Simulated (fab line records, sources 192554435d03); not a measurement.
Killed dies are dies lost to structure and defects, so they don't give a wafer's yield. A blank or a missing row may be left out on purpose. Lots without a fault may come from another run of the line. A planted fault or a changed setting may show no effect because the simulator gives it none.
fab line records | flow n5_finfet
record lots=24 wafers=72 last_day=21
route steps=1938 shown BEOL_M0@740 BEOL_M1@797
lots that met no fault: from a run of the same line without faults
start_h: hours from the record's first day to the start of the lot's first wafer shown | wait_h: hours since the lot's step before | " the same as in the row above | L1.1+2: a row that stands for several wafers | - no value, or no start given | * or withheld: withheld | < > ~ a bound
route shown NAME@n: a module of which the file shows steps, and the number in the route of the first | usual: mean/standard deviation of fault-free wafers | same: alike in all rows | chamber/n: place in a boat | sites: the reading at each site | _std_site: their standard deviation | _edge_site: outer sites' mean less inner sites' | radius_mm: how far each site lies from the wafer's centre | mask NAME#n: copy n | behind: the tool/chamber that last shaped the wafer | hold: why the lot was held/for how many hours/how that ended | device: the transistor (n, p or np) that didn't switch | end of line: the same wafers' tests at the end of the route | a step without rows: its recipe alone | killed: dies lost to structure and defects at the first sort, not the wafer's yield | map: a wafer's dies, x killed, . not, _ none there
set.NAME: the setting as run; set.NAME@STEP: as run at that earlier step | model.NAME: the simulator's own value behind a step, which no gauge read
steps of the route over a sample of lots; a table a step, a row a wafer
services: from which hour (start_h, from the record's first day; less than 0 if before it) a tool's chamber was out of use, for how many hours, and why
## steps
# step N5_BEOL_M0_SPUTTER_141
# recipe material=Cu target_thk_a=40 temp_c=-20 chamber_pressure_pa=0.07 power_w=withheld time_s=7.37
# usual susceptor_temp_C=-20.01/0.11 throttle_valve_pct=30.0/1.1
# columns lot.wafer tool chamber start_h wait_h susceptor_temp_C throttle_valve_pct
L074.3 pvd_sputter-03 - 132.27 0.0 -20.06 28.4
L074.4 " - " " -20.04 30.1
L074.5 " - " " -20.16 32.0
L076.2 pvd_sputter-01 - 134.41 0.0 -19.79 31.6
L076.5 " - " " -20.07 30.0
L076.6 " - " " -19.99 32.0
L077.2 pvd_sputter-02 - 149.15 0.0 -19.81 30.7
L077.3 " - " " -20.03 28.8
L077.6 " - " " -19.91 30.6
L075.1 pvd_sputter-03 - 152.90 0.0 -20.05 28.4
L075.4 " - " " -19.96 31.8
L075.5 " - " " -19.91 32.1
L078.1 pvd_sputter-03 - 154.10 0.0 -20.04 28.1
L078.4 " - " " -20.10 31.8
L078.6 " - " " -19.93 29.9
L079.2 pvd_sputter-02 - 156.47 0.0 -19.91 30.3
L079.3 " - " " -20.02 30.7
L079.4 " - " " -20.03 28.7
L080.2 pvd_sputter-01 - 160.90 0.0 -20.09 31.8
L080.4 " - " " -19.91 31.6
L080.5 " - " " -19.82 31.3
L081.1 pvd_sputter-02 - 166.51 0.0 -20.17 30.3
L081.2 " - " " -19.97 30.7
L081.6 " - " " -19.83 28.9
L082.1 pvd_sputter-03 - 170.83 0.0 -20.24 32.1
L082.3 " - " " -20.14 28.3
L082.6 " - " " -19.91 28.8
L083.1 pvd_sputter-03 - 175.39 0.0 -19.98 28.3
L083.2 " - " " -20.02 31.9
L083.5 " - " " -20.05 28.4
L084.1 pvd_sputter-03 - 187.03 0.0 -20.03 28.4
L084.3 " - " " -19.85 29.8
L084.5 " - " " -20.32 28.5
L085.2 pvd_sputter-02 - 192.35 0.0 -19.91 28.4
L085.3 " - " " -20.09 30.9
L085.6 " - " " -19.92 30.5
L086.3 pvd_sputter-03 - 194.16 0.0 -20.12 31.9
L086.5 " - " " -20.07 32.1
L086.6 " - " " -19.99 28.3
L087.1 pvd_sputter-02 - 198.17 0.0 -20.01 30.9
L087.2 " - " " -20.00 28.9
L087.6 " - " " -20.14 30.1
L088.1 pvd_sputter-02 - 203.67 0.0 -20.18 30.6
L088.5 " - " " -20.02 30.8
L088.6 " - " " -20.10 30.6
L089.1 pvd_sputter-02 - 217.56 0.0 -20.05 30.4
L089.2 " - " " -20.00 30.4
L089.5 " - " " -20.07 30.1
L090.2 pvd_sputter-03 - 222.32 0.0 -20.16 28.9
L090.3 " - " " -19.85 31.9
L090.6 " - " " -20.05 28.2
L091.3 pvd_sputter-02 - 227.28 0.0 -19.99 29.1
L091.4 " - " " -20.13 30.7
L091.6 " - " " -19.93 28.8
L092.3 pvd_sputter-02 - 230.89 0.0 -19.98 30.3
L092.5 " - " " -19.97 30.2
L092.6 " - " " -19.96 30.6
L093.1 pvd_sputter-02 - 235.21 0.0 -20.00 28.9
L093.3 " - " " -20.17 30.7
L093.6 " - " " -20.03 30.6
L094.1 pvd_sputter-02 - 241.51 0.0 -20.08 30.8
L094.3 " - " " -19.95 30.4
L094.4 " - " " -19.92 28.7
L095.1 pvd_sputter-03 - 246.82 0.0 -19.97 28.5
L095.3 " - " " -19.90 29.8
L095.6 " - " " -19.96 30.0
L096.1 pvd_sputter-03 - 256.59 0.0 -19.89 32.1
L096.5 " - " " -20.07 28.3
L096.6 " - " " -20.08 29.0
L097.2 pvd_sputter-02 - 264.01 0.0 -19.97 28.9
L097.3 " - " " -20.03 30.1
L097.6 " - " " -20.06 30.7
# step N5_BEOL_M1_VIA_ETCH_34
# recipe chemistry=C4F6/O2 target_depth_a=678 mask_material=SOC pressure_mtorr=15 ion_energy_ev=250 taper_deg=4 time_s=64.4 source_w=350 bias_w=170 Ar_flow_sccm=300 C4F6_flow_sccm=10 O2_flow_sccm=10
# usual drypump_motor_current_A=5.7/0.41 oes_ar_750_au=0.79/0.082 oes_product_au=0.78/0.085 rf_vpp_V=667/18 showerhead_plenum_p_Torr=2.85/0.11 throttle_valve_pct=30.9/0.44
# columns lot.wafer tool chamber start_h wait_h drypump_motor_current_A oes_ar_750_au oes_product_au rf_hours_counter_h rf_vpp_V showerhead_plenum_p_Torr throttle_valve_pct
L074.3 rie_diel-03 0 139.38 0.0 5.2 0.71 0.68 228 620 2.80 31.1
L074.4 " 3 " " 6.5 0.78 0.77 114 671 2.90 30.8
L074.5 " 3 " " 6.5 0.78 0.76 - 672 2.90 30.8
L076.2 rie_diel-02 0 145.35 0.0 5.8 0.85 0.85 55 658 2.81 31.2
L076.5 " 2 " " 5.9 0.70 0.71 - 689 2.73 30.9
L076.6 " 3 " " 5.4 0.90 0.90 - 666 3.02 30.3
L077.2 rie_diel-02 3 165.24 0.0 5.4 0.89 0.87 28 667 3.01 30.3
L077.3 " 0 " " 5.8 0.85 0.84 62 657 2.81 31.2
L077.6 " 0 " " 5.8 0.86 0.84 - 656 2.81 31.2
L078.1 rie_diel-03 1 165.27 0.0 5.9 0.75 0.75 208 674 2.92 30.6
L078.4 " 2 " " 6.0 0.72 0.73 182 665 2.70 30.2
L078.6 " 2 " " 6.0 0.72 0.73 - 664 2.71 30.3
L075.1 rie_diel-06 2 165.37 0.0 5.8 0.75 0.72 161 662 2.97 30.5
L075.4 " 2 " " 5.8 0.75 0.73 - 662 2.97 30.5
L075.5 " 1 " " 5.6 0.78 0.78 - 663 2.78 31.7
L079.2 rie_diel-03 3 168.67 0.0 6.4 0.76 0.75 125 672 2.89 30.8
L079.3 " 0 " " 5.2 0.70 0.67 239 621 2.79 31.1
L079.4 " 1 " " 5.9 0.74 0.74 209 675 2.92 30.6
L080.2 rie_diel-02 2 170.09 0.0 5.8 0.70 0.71 181 690 2.73 30.9
L080.4 " 1 " " 4.8 0.79 0.78 148 652 2.89 31.6
L080.5 " 1 " " 4.9 0.79 0.77 - 653 2.89 31.6
L081.1 rie_diel-02 2 179.06 0.0 5.9 0.69 0.70 184 689 2.73 30.9
L081.2 " 3 " " 5.4 0.87 0.87 33 666 3.01 30.3
L081.6 " 3 " " 5.4 0.87 0.88 - 668 3.01 30.3
L082.1 rie_diel-03 3 179.07 0.0 6.5 0.77 0.75 129 672 2.89 30.8
L082.3 " 1 " " 5.9 0.74 0.74 213 674 2.92 30.6
L082.6 " 3 " " 6.4 0.77 0.75 - 671 2.89 30.8
L083.1 rie_diel-03 3 182.32 0.0 6.5 0.76 0.75 129 672 2.89 30.8
L083.2 " 2 " " 6.0 0.72 0.72 187 665 2.70 30.3
L083.5 " 3 " " 6.5 0.77 0.75 - 674 2.89 30.8
L085.2 rie_diel-02 3 197.74 0.0 5.4 0.86 0.85 41 668 3.01 30.3
L085.3 " 1 " " 4.8 0.78 0.77 159 653 2.89 31.6
L085.6 " 1 " " 4.8 0.78 0.77 - 654 2.89 31.6
L084.1 rie_diel-03 3 197.78 0.0 6.5 0.76 0.75 136 673 2.89 30.8
L084.3 " 1 " " 5.9 0.74 0.73 220 673 2.92 30.7
L084.5 " 3 " " 6.4 0.76 0.74 - 673 2.89 30.8
L086.3 rie_diel-02 2 206.44 0.0 5.8 0.68 0.69 193 690 2.72 30.9
L086.5 " 0 " " 5.8 0.84 0.82 - 657 2.80 31.2
L086.6 " 1 " " 4.9 0.78 0.75 - 656 2.88 31.6
L087.1 rie_diel-06 3 211.30 0.0 5.4 0.99 0.98 3 694 3.04 31.2
L087.2 " 0 " " 5.7 0.92 0.95 16 684 2.81 30.5
L087.6 " 3 " " 5.4 0.97 0.98 - 693 3.04 31.2
L088.1 rie_diel-02 3 222.64 0.0 5.4 0.85 0.84 49 668 3.00 30.3
L088.5 " 1 " " 4.8 0.78 0.75 - 652 2.88 31.6
L088.6 " 0 " " 5.8 0.83 0.82 - 658 2.80 31.2
L089.1 rie_diel-06 1 223.09 0.0 5.6 0.77 0.77 150 662 2.77 31.7
L089.2 " 2 " " 5.8 0.73 0.71 185 661 2.96 30.5
L089.5 " 0 " " 5.7 0.92 0.95 - 684 2.81 30.5
L090.2 rie_diel-06 0 227.56 0.0 5.7 0.92 0.94 21 685 2.81 30.5
L090.3 " 1 " " 5.6 0.76 0.76 151 663 2.77 31.7
L090.6 " 3 " " 5.4 0.95 0.94 - 693 3.04 31.2
L091.3 rie_diel-02 2 231.80 0.0 5.8 0.68 0.69 202 689 2.72 30.9
L091.4 " 0 " " 5.8 0.82 0.82 - 656 2.80 31.2
L091.6 " 2 " " 5.9 0.68 0.69 - 687 2.72 30.9
L092.3 rie_diel-06 1 236.42 0.0 5.6 0.76 0.76 153 660 2.77 31.7
L092.5 " 2 " " 5.8 0.73 0.71 - 661 2.96 30.5
L092.6 " 3 " " 5.4 0.95 0.95 - 695 3.04 31.2
L093.1 rie_diel-02 0 239.52 0.0 5.8 0.82 0.81 91 657 2.79 31.2
L093.3 " 3 " " 5.4 0.84 0.83 56 668 3.00 30.3
L093.6 " 2 " " 5.8 0.68 0.70 - 688 2.72 30.9
L094.1 rie_diel-03 0 252.58 0.0 5.2 0.93 0.91 13 620 2.78 30.7
L094.3 " 1 " " 5.9 0.72 0.71 239 673 2.91 30.7
L094.4 " 3 " " 6.5 0.75 0.73 156 671 2.88 30.8
L095.1 rie_diel-02 3 258.69 0.0 5.4 0.84 0.81 62 666 3.00 30.4
L095.3 " 2 " " 5.8 0.68 0.69 211 687 2.71 30.9
L095.6 " 2 " " 5.8 0.68 0.69 - 688 2.71 30.9
L096.1 rie_diel-06 0 265.14 0.0 5.7 0.89 0.93 32 685 2.80 30.5
L096.5 " 3 " " 5.4 0.91 0.93 - 693 3.03 31.2
L096.6 " 0 " " 5.7 0.90 0.93 - 684 2.80 30.5
L097.2 rie_diel-02 3 268.67 0.0 5.4 0.82 0.81 65 666 3.00 30.4
L097.3 " 0 " " 5.8 0.81 0.81 99 656 2.79 31.2
L097.6 " 3 " " 5.4 0.83 0.80 - 668 3.00 30.4
# step N5_BEOL_M1_STRIP_97
# recipe chemistry=N2/H2 time_s=10 power_w=450 temp_c=40 pressure_mtorr=20 rf_frequency_hz=6e+07 bias_power_w=7 n2_flow_sccm=200 h2_flow_sccm=200
# usual drypump_motor_current_A=5.7/0.41 oes_product_au=0.78/0.085 rf_vpp_V=59.1/0.92 showerhead_plenum_p_Torr=2.53/0.1 throttle_valve_pct=23.5/0.33
# columns lot.wafer tool chamber start_h wait_h drypump_motor_current_A oes_product_au rf_hours_counter_h rf_vpp_V showerhead_plenum_p_Torr throttle_valve_pct
L074.3 rie_diel-03 0 - - 5.2 0.68 228 57.4 2.50 23.7
L074.4 " 3 " " 6.5 0.77 114 58.8 2.54 23.2
L074.5 " 3 " " 6.5 0.76 - 59.8 2.54 23.2
L076.2 rie_diel-02 0 - - 5.8 0.87 55 58.8 2.45 23.4
L076.5 " 2 " " 5.8 0.71 - 58.6 2.44 23.8
L076.6 " 3 " " 5.4 0.89 - 60.3 2.70 23.3
L077.2 rie_diel-02 3 - - 5.4 0.87 29 58.0 2.69 23.3
L077.3 " 0 " " 5.8 0.85 62 59.2 2.45 23.4
L077.6 " 0 " " 5.8 0.84 - 58.1 2.45 23.4
L078.1 rie_diel-03 1 - - 5.9 0.72 208 59.6 2.62 23.6
L078.4 " 2 " " 6.0 0.71 182 58.8 2.42 23.4
L078.6 " 2 " " 6.0 0.72 - 58.4 2.42 23.4
L075.1 rie_diel-06 2 - - 5.8 0.73 161 59.0 2.64 23.1
L075.4 " 2 " " 5.8 0.72 - 59.9 2.64 23.1
L075.5 " 1 " " 5.6 0.78 - 58.9 2.42 23.8
L079.2 rie_diel-03 3 - - 6.5 0.74 125 59.4 2.54 23.2
L079.3 " 0 " " 5.3 0.67 239 58.4 2.49 23.7
L079.4 " 1 " " 5.9 0.73 209 58.5 2.62 23.6
L080.2 rie_diel-02 2 - - 5.8 0.70 181 60.6 2.44 23.8
L080.4 " 1 " " 4.8 0.77 149 58.3 2.53 24.0
L080.5 " 1 " " 4.8 0.79 - 58.1 2.53 24.0
L081.1 rie_diel-02 2 - - 5.9 0.71 184 58.1 2.44 23.8
L081.2 " 3 " " 5.4 0.87 33 59.5 2.69 23.3
L081.6 " 3 " " 5.4 0.86 - 58.7 2.69 23.3
L082.1 rie_diel-03 3 - - 6.5 0.75 129 59.1 2.54 23.2
L082.3 " 1 " " 5.9 0.72 213 59.4 2.62 23.6
L082.6 " 3 " " 6.5 0.74 - 60.9 2.54 23.2
L083.1 rie_diel-03 3 - - 6.5 0.75 129 60.5 2.54 23.2
L083.2 " 2 " " 6.0 0.72 187 57.7 2.42 23.4
L083.5 " 3 " " 6.4 0.74 - 60.3 2.54 23.2
L085.2 rie_diel-02 3 - - 5.4 0.85 41 61.1 2.69 23.3
L085.3 " 1 " " 4.8 0.77 159 59.5 2.53 24.0
L085.6 " 1 " " 4.8 0.76 - 58.0 2.53 24.0
L084.1 rie_diel-03 3 - - 6.5 0.74 136 58.5 2.53 23.2
L084.3 " 1 " " 5.9 0.72 220 60.6 2.62 23.6
L084.5 " 3 " " 6.5 0.74 - 57.8 2.53 23.2
L086.3 rie_diel-02 2 - - 5.8 0.70 193 58.5 2.43 23.8
L086.5 " 0 " " 5.8 0.82 - 58.8 2.44 23.4
L086.6 " 1 " " 4.9 0.76 - 58.3 2.53 24.0
L087.1 rie_diel-06 3 - - 5.4 0.97 3 60.0 2.72 24.0
L087.2 " 0 " " 5.7 0.95 16 58.2 2.48 23.0
L087.6 " 3 " " 5.4 0.95 - 59.7 2.72 24.0
L088.1 rie_diel-02 0 - - 5.8 0.82 84 59.3 2.44 23.4
L088.5 " 2 " " 5.8 0.70 - 57.5 2.43 23.8
L088.6 " 0 " " 5.8 0.81 - 58.4 2.44 23.4
L089.1 rie_diel-06 1 - - 5.7 0.77 150 59.0 2.41 23.8
L089.2 " 2 " " 5.8 0.70 185 58.4 2.63 23.1
L089.5 " 0 " " 5.7 0.95 - 58.3 2.48 23.0
L090.2 rie_diel-06 0 - - 5.7 0.96 21 58.4 2.48 23.0
L090.3 " 1 " " 5.7 0.77 151 58.6 2.41 23.8
L090.6 " 3 " " 5.4 0.95 - 59.2 2.72 24.0
L091.3 rie_diel-02 2 - - 5.8 0.69 202 59.5 2.43 23.8
L091.4 " 0 " " 5.8 0.81 - 58.7 2.44 23.4
L091.6 " 2 " " 5.9 0.68 - 58.0 2.43 23.8
L092.3 rie_diel-06 1 - - 5.7 0.76 153 58.4 2.41 23.8
L092.5 " 2 " " 5.8 0.70 - 59.0 2.63 23.2
L092.6 " 3 " " 5.4 0.94 - 58.4 2.72 24.1
L093.1 rie_diel-02 0 - - 5.8 0.82 91 57.4 2.44 23.4
L093.3 " 3 " " 5.4 0.82 56 60.3 2.68 23.3
L093.6 " 2 " " 5.9 0.69 - 58.8 2.43 23.8
L094.1 rie_diel-03 0 - - 5.3 0.92 13 59.0 2.48 23.3
L094.3 " 1 " " 5.9 0.70 239 60.0 2.61 23.6
L094.4 " 3 " " 6.5 0.74 156 58.4 2.52 23.2
L095.1 rie_diel-02 3 - - 5.4 0.82 62 61.0 2.68 23.4
L095.3 " 2 " " 5.8 0.69 211 57.9 2.43 23.8
L095.6 " 2 " " 5.8 0.69 - 59.2 2.43 23.8
L096.1 rie_diel-06 0 - - 5.7 0.93 32 59.3 2.47 23.0
L096.5 " 3 " " 5.4 0.92 - 58.6 2.72 24.1
L096.6 " 0 " " 5.7 0.92 - 59.3 2.47 23.0
L097.2 rie_diel-02 3 - - 5.4 0.81 65 59.8 2.68 23.4
L097.3 " 0 " " 5.8 0.80 99 59.2 2.43 23.5
L097.6 " 3 " " 5.4 0.80 - 59.8 2.68 23.4
# step N5_BEOL_M1_SPUTTER_79
# recipe material=Cu target_thk_a=45 temp_c=-20 chamber_pressure_pa=0.07 power_w=withheld time_s=8.29
# usual susceptor_temp_C=-20.00/0.1 throttle_valve_pct=30.2/1.3
# columns lot.wafer tool chamber start_h wait_h susceptor_temp_C throttle_valve_pct
L074.3 pvd_sputter-01 - 142.23 0.1 -20.04 31.9
L074.4 " - " " -20.03 31.7
L074.5 " - " " -20.07 31.9
L076.2 pvd_sputter-02 - 147.09 0.1 -20.08 29.1
L076.5 " - " " -20.05 28.7
L076.6 " - " " -20.02 30.4
L077.2 pvd_sputter-01 - 167.09 0.1 -19.84 30.0
L077.3 " - " " -19.83 31.7
L077.6 " - " " -19.88 28.7
L078.1 pvd_sputter-03 - 167.11 0.1 -20.01 28.4
L078.4 " - " " -20.27 28.2
L078.6 " - " " -20.05 29.0
L075.1 pvd_sputter-02 - 168.81 0.1 -19.91 30.8
L075.4 " - " " -20.11 28.9
L075.5 " - " " -20.21 28.9
L079.2 pvd_sputter-02 - 170.65 0.1 -19.87 28.9
L079.3 " - " " -19.93 30.7
L079.4 " - " " -20.03 30.6
L080.2 pvd_sputter-02 - 172.49 0.1 -19.93 30.1
L080.4 " - " " -19.95 30.7
L080.5 " - " " -19.87 30.4
L081.1 pvd_sputter-01 - 180.60 0.1 -20.16 29.7
L081.2 " - " " -19.87 29.0
L081.6 " - " " -20.11 28.8
L082.1 pvd_sputter-03 - 180.79 0.1 -19.98 32.1
L082.3 " - " " -19.92 28.4
L082.6 " - " " -19.91 32.0
L083.1 pvd_sputter-03 - 183.99 0.1 -20.22 28.4
L083.2 " - " " -20.02 28.7
L083.5 " - " " -20.18 32.0
L085.2 pvd_sputter-01 - 199.42 0.1 -20.04 31.9
L085.3 " - " " -19.76 31.4
L085.6 " - " " -20.00 31.5
L084.1 pvd_sputter-01 - 201.26 0.1 -19.88 32.1
L084.3 " - " " -20.10 28.9
L084.5 " - " " -20.13 28.7
L086.3 pvd_sputter-01 - 208.46 0.1 -20.04 31.8
L086.5 " - " " -20.11 29.1
L086.6 " - " " -20.08 31.6
L087.1 pvd_sputter-02 - 214.86 0.1 -20.11 30.5
L087.2 " - " " -19.95 30.3
L087.6 " - " " -20.14 30.6
L088.1 pvd_sputter-01 - 224.40 0.1 -20.08 31.8
L088.5 " - " " -20.11 28.6
L088.6 " - " " -19.97 31.7
L089.1 pvd_sputter-03 - 224.86 0.1 -19.98 29.9
L089.2 " - " " -19.94 28.3
L089.5 " - " " -20.00 32.1
L090.2 pvd_sputter-03 - 230.61 0.1 -19.88 32.2
L090.3 " - " " -19.92 30.0
L090.6 " - " " -19.85 29.0
L091.3 pvd_sputter-01 - 234.12 0.1 -20.17 29.9
L091.4 " - " " -19.91 28.8
L091.6 " - " " -19.94 31.5
L092.3 pvd_sputter-03 - 238.52 0.1 -19.97 29.0
L092.5 " - " " -20.03 28.5
L092.6 " - " " -20.09 28.7
L093.1 pvd_sputter-01 - 241.26 0.1 -19.88 32.0
L093.3 " - " " -19.92 30.1
L093.6 " - " " -19.99 28.9
L094.1 pvd_sputter-01 - 254.52 0.1 -20.05 31.5
L094.3 " - " " -20.10 30.1
L094.4 " - " " -20.03 29.0
L095.1 pvd_sputter-01 - 260.37 0.1 -20.08 31.3
L095.3 " - " " -19.95 28.7
L095.6 " - " " -20.07 32.1
L096.1 pvd_sputter-02 - 268.09 0.1 -19.81 30.2
L096.5 " - " " -20.09 30.8
L096.6 " - " " -19.94 28.8
L097.2 pvd_sputter-03 - 270.61 0.1 -19.94 29.0
L097.3 " - " " -20.14 31.6
L097.6 " - " " -20.13 28.8
# step N5_BEOL_M1_ANNEAL_91
# recipe temp_c=400 time_s=240 ambient=vacuum
# usual heater_power_w=814/110 susceptor_temp_C=400.03/0.24
# columns lot.wafer tool chamber start_h wait_h heater_power_w susceptor_temp_C
L074.3 pvd_sputter-01 - 143.19 0.0 1014 400.07
L074.4 " - " " 771 400.07
L074.5 " - " " 1012 400.30
L076.2 pvd_sputter-02 - 148.05 0.0 694 400.42
L076.5 " - " " 703 399.75
L076.6 " - " " 790 400.28
L077.2 pvd_sputter-01 - 168.05 0.0 693 399.78
L077.3 " - " " 743 400.00
L077.6 " - " " 776 400.02
L078.1 pvd_sputter-03 - 168.07 0.0 752 400.20
L078.4 " - " " 758 400.33
L078.6 " - " " 778 400.00
L075.1 pvd_sputter-02 - 169.77 0.0 1013 400.13
L075.4 " - " " 685 399.80
L075.5 " - " " 670 400.08
L079.2 pvd_sputter-02 - 171.61 0.0 690 400.11
L079.3 " - " " 1018 400.11
L079.4 " - " " 783 400.14
L080.2 pvd_sputter-02 - 174.86 0.0 770 399.71
L080.4 " - " " 1021 400.22
L080.5 " - " " 791 400.27
L081.1 pvd_sputter-01 - 181.56 0.0 694 400.34
L081.2 " - " " 781 399.53
L081.6 " - " " 773 399.91
L082.1 pvd_sputter-03 - 181.75 0.0 868 399.87
L082.3 " - " " 759 399.85
L082.6 " - " " 875 400.39
L083.1 pvd_sputter-03 - 184.95 0.0 764 399.86
L083.2 " - " " 761 399.94
L083.5 " - " " 893 400.00
L085.2 pvd_sputter-01 - 200.38 0.0 999 400.16
L085.3 " - " " 743 400.05
L085.6 " - " " 748 399.90
L084.1 pvd_sputter-01 - 202.22 0.0 1006 400.17
L084.3 " - " " 776 399.86
L084.5 " - " " 794 400.29
L086.3 pvd_sputter-01 - 209.42 0.0 1013 400.08
L086.5 " - " " 799 400.31
L086.6 " - " " 745 400.29
L087.1 pvd_sputter-02 - 215.82 0.0 770 399.81
L087.2 " - " " 772 399.56
L087.6 " - " " 783 399.88
L088.1 pvd_sputter-01 - 225.36 0.0 742 400.04
L088.5 " - " " 772 400.10
L088.6 " - " " 759 399.92
L089.1 pvd_sputter-03 - 225.82 0.0 942 399.94
L089.2 " - " " 764 399.75
L089.5 " - " " 871 399.95
L090.2 pvd_sputter-03 - 231.57 0.0 875 399.59
L090.3 " - " " 977 400.09
L090.6 " - " " 798 399.91
L091.3 pvd_sputter-01 - 235.08 0.0 679 400.00
L091.4 " - " " 785 400.31
L091.6 " - " " 752 399.90
L092.3 pvd_sputter-03 - 239.48 0.0 782 400.16
L092.5 " - " " 759 399.78
L092.6 " - " " 766 399.85
L093.1 pvd_sputter-01 - 242.22 0.0 1032 400.23
L093.3 " - " " 684 400.22
L093.6 " - " " 796 400.04
L094.1 pvd_sputter-01 - 255.48 0.0 749 399.77
L094.3 " - " " 689 400.22
L094.4 " - " " 781 400.48
L095.1 pvd_sputter-01 - 261.33 0.0 772 399.90
L095.3 " - " " 772 400.55
L095.6 " - " " 1011 400.20
L096.1 pvd_sputter-02 - 269.05 0.0 771 399.87
L096.5 " - " " 1013 400.41
L096.6 " - " " 678 399.74
L097.2 pvd_sputter-03 - 271.57 0.0 759 399.83
L097.3 " - " " 873 400.16
L097.6 " - " " 781 399.72
# step N5_BEOL_M1_SPUTTER_92
# recipe material=Cu target_thk_a=45 temp_c=-20 chamber_pressure_pa=0.07 power_w=withheld time_s=8.29
# usual susceptor_temp_C=-19.98/0.1 throttle_valve_pct=30.2/1.3
# columns lot.wafer tool chamber start_h wait_h susceptor_temp_C throttle_valve_pct
L074.3 pvd_sputter-01 - 143.33 0.1 -20.11 32.0
L074.4 " - " " -19.97 31.5
L074.5 " - " " -19.92 32.0
L076.2 pvd_sputter-02 - 148.19 0.1 -19.85 29.1
L076.5 " - " " -20.00 28.8
L076.6 " - " " -20.08 30.6
L077.2 pvd_sputter-01 - 168.19 0.1 -20.16 30.1
L077.3 " - " " -20.04 31.6
L077.6 " - " " -20.01 28.8
L078.1 pvd_sputter-03 - 168.21 0.1 -20.07 28.3
L078.4 " - " " -20.03 28.2
L078.6 " - " " -20.21 29.0
L075.1 pvd_sputter-02 - 169.91 0.1 -19.97 30.7
L075.4 " - " " -20.01 28.9
L075.5 " - " " -19.93 28.9
L079.2 pvd_sputter-02 - 171.75 0.1 -19.79 28.9
L079.3 " - " " -19.93 30.9
L079.4 " - " " -20.01 30.6
L080.2 pvd_sputter-02 - 175.00 0.1 -19.94 30.3
L080.4 " - " " -20.02 30.8
L080.5 " - " " -19.97 30.6
L081.1 pvd_sputter-01 - 181.70 0.1 -19.88 29.6
L081.2 " - " " -20.05 28.7
L081.6 " - " " -20.15 28.9
L082.1 pvd_sputter-03 - 181.89 0.1 -19.96 32.0
L082.3 " - " " -19.91 28.6
L082.6 " - " " -20.14 32.2
L083.1 pvd_sputter-03 - 185.09 0.1 -20.01 28.3
L083.2 " - " " -19.98 28.8
L083.5 " - " " -20.05 32.1
L085.2 pvd_sputter-01 - 200.52 0.1 -20.08 32.0
L085.3 " - " " -19.89 31.6
L085.6 " - " " -19.89 31.3
L084.1 pvd_sputter-01 - 202.36 0.1 -20.09 31.7
L084.3 " - " " -19.90 28.7
L084.5 " - " " -19.99 28.7
L086.3 pvd_sputter-01 - 209.56 0.1 -20.10 32.2
L086.5 " - " " -20.04 28.6
L086.6 " - " " -19.90 31.5
L087.1 pvd_sputter-02 - 215.96 0.1 -19.74 30.3
L087.2 " - " " -19.96 30.3
L087.6 " - " " -20.01 30.6
L088.1 pvd_sputter-01 - 225.50 0.1 -19.94 31.5
L088.5 " - " " -20.00 28.6
L088.6 " - " " -19.98 31.5
L089.1 pvd_sputter-03 - 225.96 0.1 -19.94 29.7
L089.2 " - " " -20.10 28.6
L089.5 " - " " -19.94 32.0
L090.2 pvd_sputter-03 - 231.71 0.1 -20.04 31.8
L090.3 " - " " -19.82 29.8
L090.6 " - " " -19.85 28.7
L091.3 pvd_sputter-01 - 235.22 0.1 -19.91 30.0
L091.4 " - " " -20.11 28.8
L091.6 " - " " -19.83 31.9
L092.3 pvd_sputter-03 - 239.62 0.1 -20.00 28.8
L092.5 " - " " -19.97 28.4
L092.6 " - " " -19.95 28.8
L093.1 pvd_sputter-01 - 242.36 0.1 -20.17 31.9
L093.3 " - " " -20.00 30.2
L093.6 " - " " -19.85 28.9
L094.1 pvd_sputter-01 - 255.62 0.1 -19.83 31.4
L094.3 " - " " -19.90 30.0
L094.4 " - " " -19.77 29.0
L095.1 pvd_sputter-01 - 261.47 0.1 -20.02 31.5
L095.3 " - " " -19.91 28.6
L095.6 " - " " -20.10 31.7
L096.1 pvd_sputter-02 - 269.19 0.1 -20.11 30.6
L096.5 " - " " -20.05 30.7
L096.6 " - " " -19.93 28.9
L097.2 pvd_sputter-03 - 271.71 0.1 -19.69 28.8
L097.3 " - " " -19.97 32.0
L097.6 " - " " -19.88 28.9
## services
# columns tool chamber start_h hours kind
pvd_sputter-02 - 113.98 5.4 repair
pvd_sputter-03 - 115.44 3.8 repair
rie_diel-03 2 118.77 6.3 repair
rie_diel-06 0 152.53 - clean
rie_diel-06 0 152.53 - consumable_replace:focus_ring
rie_diel-06 0 152.53 21.1 scheduled_down
rie_diel-06 0 152.53 21.1 vent_cycle
rie_diel-06 3 179.10 4.1 repair
rie_diel-06 3 183.24 - clean
rie_diel-06 3 183.24 - consumable_replace:focus_ring
rie_diel-06 3 183.24 - consumable_replace:showerhead
rie_diel-06 3 183.24 21.2 scheduled_down
rie_diel-06 3 183.24 21.2 vent_cycle
pvd_sputter-03 - 189.21 0.6 repair
rie_diel-03 0 200.42 - clean
rie_diel-03 0 200.42 - consumable_replace:focus_ring
rie_diel-03 0 200.42 14.1 scheduled_down
rie_diel-03 0 200.42 14.1 vent_cycle
pvd_sputter-02 - 256.23 2.3 repair
rie_diel-02 2 261.12 1.7 repair
rie_diel-03 3 264.21 16.9 repair
rie_diel-03 0 266.87 9.2 repair
## key
fault none
